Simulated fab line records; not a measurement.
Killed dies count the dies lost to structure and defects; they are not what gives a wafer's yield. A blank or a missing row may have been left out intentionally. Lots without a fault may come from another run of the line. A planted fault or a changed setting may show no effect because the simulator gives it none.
A struck lot beside a sound one ; flow nand harc ; 43 steps out of a route of 1302
Sound: the wafers L753.1, L753.3, L753.5. Struck: wafers L771.1, L771.3, L771.4. The cause comes at the end.
Each step with rows lists, per side, the tool, then ch with its chambers, then its first start. Under that, the readings that differ: sound wafers ; struck wafers ; difference of the means ; sigmas: that difference in standard deviations of wafers without a fault.
alike: readings with means less than 2 such deviations apart, plus words and numbers identical on both sides. not compared: withheld readings, readings lacking a value on some wafer, bounds such as >300 that could conceal the same value, and numbers that have no deviation in the record and whose values overlap.
A row with sigmas, a row that says differs or no value, or rows on one side alone: a step with any of these is where the two part. When numbers do not overlap yet have no deviation, they are printed without sigmas and do not part them. A reading that every wafer of one side lacks parts them only if that side has two wafers or more.

first, 1 step without rows for these wafers: NHARC_P_M0_SRD_25.
NHARC_P_M0_INSPECT_27:
  sound: defect inspect-01 at day 7 22:30; struck: defect inspect-02 at day 15 06:56
  alike: raw defect count
then, 9 steps without rows for these wafers: NHARC_P_M0_PRE_CLEAN_31 (time 12 s); NHARC_P_M0_DEP_32 (deposits SiCN, target thk 30 nm); NHARC_P_M1_DEP_00 (deposits SiOC, target thk 182.5 nm); NHARC_P_M1_DEHYDRATE_01 (time 120 s); NHARC_P_M1_HMDS_02 (time 30 s); NHARC_P_M1_COAT_34 (time 65 s); NHARC_P_M1_COAT_03 (resist thk 90 nm); NHARC_P_M1_SOFTBAKE_04 (time 55 s); NHARC_P_M1_EBR_05.
NHARC_P_M1_EXPOSE_06: exposes mask P M1, target cd 130 nm.
  sound on arfi scanner-03 ch 0, day 7 23:45; struck on arfi scanner-03 ch 0, day 15 08:04
reading;sound;struck;difference;sigmas
exposure dose mJ cm2;81.89 81.97 81.99;80.74 80.62 80.63;-1.29;-14
  alike: mask
then, 2 steps without rows for these wafers: NHARC_P_M1_PEB_07 (peb time 65 s); NHARC_P_M1_DEVELOP_08 (develop time 35 s).
NHARC_P_M1_CD_MEAS_09 targets a cd of 130 nm.
  sound on cd sem-03 ch 0, day 7 23:53; struck on cd sem-01 ch 0, day 15 08:13
reading;sound;struck;difference;sigmas
cd nm (nm);130.2 130.3 130.3;132.6 133.0 131.9;+2.2;+4
NHARC_P_M1_OVL_MEAS_10: pitch 260 nm.
  sound: overlay-02 at day 7 23:59; struck: overlay-01 at day 15 08:18
  alike: overlay x nm, overlay y nm
NHARC_P_M1_INSPECT_11:
  sound: defect inspect-02 at day 8 00:02; struck: defect inspect-01 at day 15 08:20
  alike: raw defect count
NHARC_P_M1_DESCUM_14: chemistry O2, time 3 s.
  sound on rie diel-07 ch 0,3, day 8 00:05; struck on rie diel-07 ch 0,1,2, day 15 08:23
reading;sound;struck;difference;sigmas
model.P_M1.cd nm (nm);130.4 130.3 129.9;132.6 132.9 132.2;+2.4;
  alike: drypump motor current A, oes product au, rf vpp V, showerhead plenum p Torr, throttle valve pct
  not compared: rf hours counter h
then, 2 steps without rows for these wafers: NHARC_P_M1_ETCH_35 (etches the open film in N2/H2, target depth 40 nm, overetch 12 nm, time 43.94 s); NHARC_P_M1_ETCH_15 (etches the open film in C4F8/Ar, target depth 182.5 nm, time 91.2 s).
NHARC_P_M1_CD_MEAS_16:
  sound: cd sem-02 at day 8 00:23; struck: cd sem-02 at day 15 08:42
reading;sound;struck;difference;sigmas
cd nm (nm);130.4 130.1 129.4;132.0 132.7 132.2;+2.3;+4
then, 1 step without rows for these wafers: NHARC_P_M1_STRIP_18 (strips in N2/H2).
NHARC_P_M1_ETCH_28: etches the open film in CF4/N2, target depth 30 nm, time 72.99 s.
  sound: rie diel-12 ch 0,1,3; struck: rie diel-12 ch 0,1,3
reading;sound;struck;difference;sigmas
model.P_M1.cd nm (nm);130.5 130.8 129.9;131.9 133.1 132.1;+2.0;
  alike: drypump motor current A, oes product au, rf vpp V, showerhead plenum p Torr, throttle valve pct
  not compared: rf hours counter h
then, 2 steps without rows for these wafers: NHARC_P_M1_STRIP_19 (strips in post etch residue remover, time 600 s); NHARC_P_M1_DEGAS_29 (time 60 s).
NHARC_P_M1_PRE_CLEAN_30: time 30 s.
  sound on pvd sputter-02; struck on pvd sputter-02
  alike: heater power w
NHARC_P_M1_PVD_20: deposits TaN, target thk 5 nm, time 8.06 s.
  sound on pvd sputter-02; struck on pvd sputter-02
  alike: substrate temp c, throttle valve pct
then, 3 steps without rows for these wafers: NHARC_P_M1_PVD_21 (deposits Cu, target thk 30 nm, time 20.49 s); NHARC_P_M1_ECD_22 (material Cu, target thk 400 nm); NHARC_P_M1_ANNEAL_31 (time 90 s).
NHARC_P_M1_CMP_23: polishes, t overpolish 20 s, target thk 157.82 nm.
  sound on cmp-03 ch 0,2,3, day 8 02:13; struck on cmp-04 ch 0,1,3, day 15 10:30
  alike: motor current A, slurry filter dp kPa, time to endpoint s
NHARC_P_M1_THK_MEAS_24: measures by xrf.
  sound: film metro-01 at day 8 02:30; struck: film metro-02 at day 15 10:49
  alike: thk nm
following that, these wafers have no rows for 1 step: NHARC_P_M1_SRD_25.
NHARC_P_M1_INSPECT_27:
  sound: defect inspect-02 at day 8 02:40; struck: defect inspect-01 at day 15 10:58
  alike: raw defect count
NHARC_P_M1_PRE_CLEAN_32: time 12 s.
  sound on pecvd-03 ch 0,1,2, day 8 02:43; struck on pecvd-03 ch 0,1, day 15 11:02
  alike: heater power w
NHARC_P_M1_DEP_33: deposits SiCN, target thk 30 nm.
  sound on pecvd-03 ch 0,1,2, day 8 02:48; struck on pecvd-03 ch 0,1, day 15 11:07
  alike: heater power w
then, 4 steps without rows for these wafers: NHARC_P_M2_DEP_00 (deposits SiOC, target thk 182.5 nm); NHARC_P_M2_DEHYDRATE_01 (time 120 s); NHARC_P_M2_HMDS_02 (time 30 s); NHARC_P_M2_COAT_34 (time 65 s).
NHARC_P_M2_DESCUM_14: chemistry O2, time 3 s.
  sound on rie diel-02 ch 0,1, day 8 04:14; struck on rie diel-11 ch 0,1,2, day 15 12:33
reading;sound;struck;difference;sigmas
oes product au (a.u.);0.990 0.987 0.990;1.006 1.007 1.008;+0.018;+2
model.P_M2.cd nm (nm);170.1 170.3 169.8;164.5 164.8 165.5;-5.1;
  alike: drypump motor current A, rf vpp V, showerhead plenum p Torr, throttle valve pct
  not compared: rf hours counter h
NHARC_P_M2_ETCH_28: etches the open film in CF4/N2, target depth 30 nm, time 72.99 s.
  sound: rie diel-03 ch 0,1,3; struck: rie diel-02 ch 0,1,2
reading;sound;struck;difference;sigmas
model.P_M2.cd nm (nm);170.7 171.2 170.5;165.1 164.4 165.3;-5.9;
  alike: drypump motor current A, oes product au, rf vpp V, showerhead plenum p Torr, throttle valve pct
  not compared: rf hours counter h
-- the record jumps here: 18 days lie between the struck wafers' starts before and after (it left off in module P_M2 and takes up again in module END, whose first step shown is number 1302 of the route) --
NHARC_END_SORT_01:
  sound on prober-02 ch 0, day 25 16:37; struck on prober-02 ch 0, day 33 04:43
  alike: defect limited yield, killed at array, killed at other, killed at periphery, killed dies, killed open, killed short

== WHERE THEY PART ==
Last at NHARC_P_M2_DESCUM_14 as far as this record goes, first at NHARC_P_M1_EXPOSE_06. Later steps at which nothing parts them and some readings are alike: NHARC_P_M2_ETCH_28, NHARC_END_SORT_01.

WHY: what had been put in by the simulator
Process parameters drifting: arfi scanner-03 at NHARC_P_M1_EXPOSE_06, beginning at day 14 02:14. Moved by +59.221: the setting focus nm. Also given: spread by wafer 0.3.
